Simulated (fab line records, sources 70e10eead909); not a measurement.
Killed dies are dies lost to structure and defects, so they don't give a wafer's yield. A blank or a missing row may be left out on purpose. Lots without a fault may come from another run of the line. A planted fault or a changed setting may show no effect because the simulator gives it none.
A sampling plan put to the test | flow nand_harc | one fab line, 18 faults that these records tell of, each judged on the records of the lots that it struck
The plan is the line's own looks: the steps of the route at which a gauge or an inspection reads the wafer and doesn't change it. A look can be judged if struck wafers have a number there and the file gives its usual mean and standard deviation on fault-free wafers. Caught: at a look after the fault's first step, the mean of the struck wafers lies 4 or more of those standard deviations (sigma) from the usual mean. On the tool: the same test on the tool's own readings at the fault's steps. Another recipe on the struck wafers, or a record that is blank for them alone, also counts as caught.

THE FAULTS, as the simulator had put them in
1. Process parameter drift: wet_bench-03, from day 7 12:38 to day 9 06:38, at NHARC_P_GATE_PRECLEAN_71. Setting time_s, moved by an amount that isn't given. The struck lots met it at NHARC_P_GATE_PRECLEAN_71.
2. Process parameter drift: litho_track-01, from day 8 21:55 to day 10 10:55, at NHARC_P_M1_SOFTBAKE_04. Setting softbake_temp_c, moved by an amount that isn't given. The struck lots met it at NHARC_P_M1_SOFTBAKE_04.
3. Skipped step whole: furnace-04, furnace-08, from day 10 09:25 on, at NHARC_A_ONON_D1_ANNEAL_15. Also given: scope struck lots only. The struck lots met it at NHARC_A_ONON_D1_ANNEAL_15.
4. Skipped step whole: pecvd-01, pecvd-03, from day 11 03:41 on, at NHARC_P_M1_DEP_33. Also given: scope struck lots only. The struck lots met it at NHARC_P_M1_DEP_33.
5. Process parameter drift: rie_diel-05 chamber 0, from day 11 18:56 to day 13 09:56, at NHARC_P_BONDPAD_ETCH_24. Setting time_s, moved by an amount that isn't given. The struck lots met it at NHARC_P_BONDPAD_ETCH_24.
6. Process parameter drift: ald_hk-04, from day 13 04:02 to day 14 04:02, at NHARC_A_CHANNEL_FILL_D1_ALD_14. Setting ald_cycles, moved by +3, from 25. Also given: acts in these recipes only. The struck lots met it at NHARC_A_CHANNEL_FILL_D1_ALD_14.
7. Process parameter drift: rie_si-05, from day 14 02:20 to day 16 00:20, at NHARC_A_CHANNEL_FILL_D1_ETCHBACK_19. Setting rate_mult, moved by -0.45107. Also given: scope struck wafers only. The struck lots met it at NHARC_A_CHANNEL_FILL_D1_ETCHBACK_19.
8. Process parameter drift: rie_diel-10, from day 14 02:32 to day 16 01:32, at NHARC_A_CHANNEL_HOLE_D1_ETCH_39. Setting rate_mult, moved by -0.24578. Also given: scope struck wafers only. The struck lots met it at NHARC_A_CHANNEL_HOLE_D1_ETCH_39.
9. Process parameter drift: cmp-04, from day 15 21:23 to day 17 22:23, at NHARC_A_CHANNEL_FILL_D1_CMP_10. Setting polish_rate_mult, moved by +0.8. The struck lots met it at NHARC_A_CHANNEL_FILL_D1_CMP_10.
10. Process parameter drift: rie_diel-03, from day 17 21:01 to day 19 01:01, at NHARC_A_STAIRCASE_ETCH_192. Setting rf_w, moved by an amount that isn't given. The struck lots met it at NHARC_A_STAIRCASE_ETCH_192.
11. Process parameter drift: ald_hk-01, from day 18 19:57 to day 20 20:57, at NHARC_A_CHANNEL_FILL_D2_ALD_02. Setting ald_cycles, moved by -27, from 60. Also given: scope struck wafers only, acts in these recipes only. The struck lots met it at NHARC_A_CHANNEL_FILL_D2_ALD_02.
12. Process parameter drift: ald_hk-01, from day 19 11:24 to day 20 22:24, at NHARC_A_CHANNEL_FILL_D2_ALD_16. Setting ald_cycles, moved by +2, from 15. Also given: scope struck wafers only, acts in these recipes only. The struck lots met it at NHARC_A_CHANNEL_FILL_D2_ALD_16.
13. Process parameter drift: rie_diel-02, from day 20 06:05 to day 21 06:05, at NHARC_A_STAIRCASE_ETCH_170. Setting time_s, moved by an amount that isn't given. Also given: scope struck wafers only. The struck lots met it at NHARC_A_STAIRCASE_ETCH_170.
14. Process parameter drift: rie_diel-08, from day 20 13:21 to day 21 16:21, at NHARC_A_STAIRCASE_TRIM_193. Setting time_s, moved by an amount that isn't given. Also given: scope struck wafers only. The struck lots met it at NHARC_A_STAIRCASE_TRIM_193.
15. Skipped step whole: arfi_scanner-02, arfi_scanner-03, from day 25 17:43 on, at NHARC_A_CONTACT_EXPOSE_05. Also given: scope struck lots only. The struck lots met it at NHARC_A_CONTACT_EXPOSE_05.
16. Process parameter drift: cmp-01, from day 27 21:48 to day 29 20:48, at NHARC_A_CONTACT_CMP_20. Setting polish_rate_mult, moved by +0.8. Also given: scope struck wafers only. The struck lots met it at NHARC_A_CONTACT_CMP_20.
17. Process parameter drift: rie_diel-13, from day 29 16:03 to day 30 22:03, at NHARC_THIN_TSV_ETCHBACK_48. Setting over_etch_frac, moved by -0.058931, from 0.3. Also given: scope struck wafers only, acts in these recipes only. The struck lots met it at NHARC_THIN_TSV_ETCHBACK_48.
18. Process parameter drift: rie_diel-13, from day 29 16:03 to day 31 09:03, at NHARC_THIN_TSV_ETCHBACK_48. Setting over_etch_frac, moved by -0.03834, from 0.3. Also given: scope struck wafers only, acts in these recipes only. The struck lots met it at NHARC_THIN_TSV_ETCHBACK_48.

WHAT THE PLAN SAW
fault | on the tool itself                               | first look that catches it                   | reading, sigma       | median hours from its first step to that look | hours from the fault's start to the first struck lot there | judged looks passed uncaught
1     | under 2 sigma                                    | not the one look that can be judged after it | -                    | -                                             | -                                                          | 1
2     | heater_power_total_W +19 sigma                   | not the one look that can be judged after it | -                    | -                                             | -                                                          | 1
3     | the tool's record is blank for the struck wafers | no look after it can be judged               | -                    | -                                             | -                                                          | 0
4     | the tool's record is blank for the struck wafers | no look after it can be judged               | -                    | -                                             | -                                                          | 0
5     | run_length_s -35 sigma                           | not the one look that can be judged after it | -                    | -                                             | -                                                          | 1
6     | under 2 sigma                                    | no look after it can be judged               | -                    | -                                             | -                                                          | 0
7     | oes_product_au -40 sigma                         | no look after it can be judged               | -                    | -                                             | -                                                          | 0
8     | oes_product_au -21 sigma                         | NHARC_END_SORT_01                            | killed_at_array +6.2 | 397.7                                         | 394                                                        | 0
9     | time_to_endpoint_s -4.1 sigma                    | no look after it can be judged               | -                    | -                                             | -                                                          | 0
10    | rf_fwd_power_W -38 sigma                         | not the one look that can be judged after it | -                    | -                                             | -                                                          | 1
11    | under 2 sigma                                    | no look after it can be judged               | -                    | -                                             | -                                                          | 0
12    | under 2 sigma                                    | no look after it can be judged               | -                    | -                                             | -                                                          | 0
13    | run_length_s +99 or beyond sigma                 | no look after it can be judged               | -                    | -                                             | -                                                          | 0
14    | run_length_s -21 sigma                           | no look after it can be judged               | -                    | -                                             | -                                                          | 0
15    | no reading that can be judged                    | no look after it can be judged               | -                    | -                                             | -                                                          | 0
16    | time_to_endpoint_s -11 sigma                     | no look after it can be judged               | -                    | -                                             | -                                                          | 0
17    | under 2 sigma                                    | not the one look that can be judged after it | -                    | -                                             | -                                                          | 1
18    | under 2 sigma                                    | no look after it can be judged               | -                    | -                                             | -                                                          | 0
A dash: the fault isn't caught, or these records don't give the number.

Caught at a look: 1 of 18. Caught on the tool: 11 of 18. By one or the other: 11 of 18.
Caught on the tool alone: faults 2, 3, 4, 5, 7, 9, 10, 13, 14, 16.
Caught by neither: faults 1, 6, 11, 12, 15, 17, 18.

THINNER SAMPLING
If the look that catches a fault measured only every second or every third lot, by lot number, the first struck lot would be measured this late in the worst case:
fault | struck lots at that look, in order of time | every lot | every second lot | every third lot
8     | L904, L906, L908                           | 394 h     | may miss all 3   | 451 h
Hours are from the fault's start to the first struck lot that is measured. The limit of 4 sigma was tested on all struck wafers together, so one lot alone may lie under it. Other struck lots may not be in these records.

THE LONGEST TIMED WAY FROM STEP TO LOOK
Fault 8: a median of 397.7 hours passes between NHARC_A_CHANNEL_HOLE_D1_ETCH_39 and NHARC_END_SORT_01. No look between them can be judged.
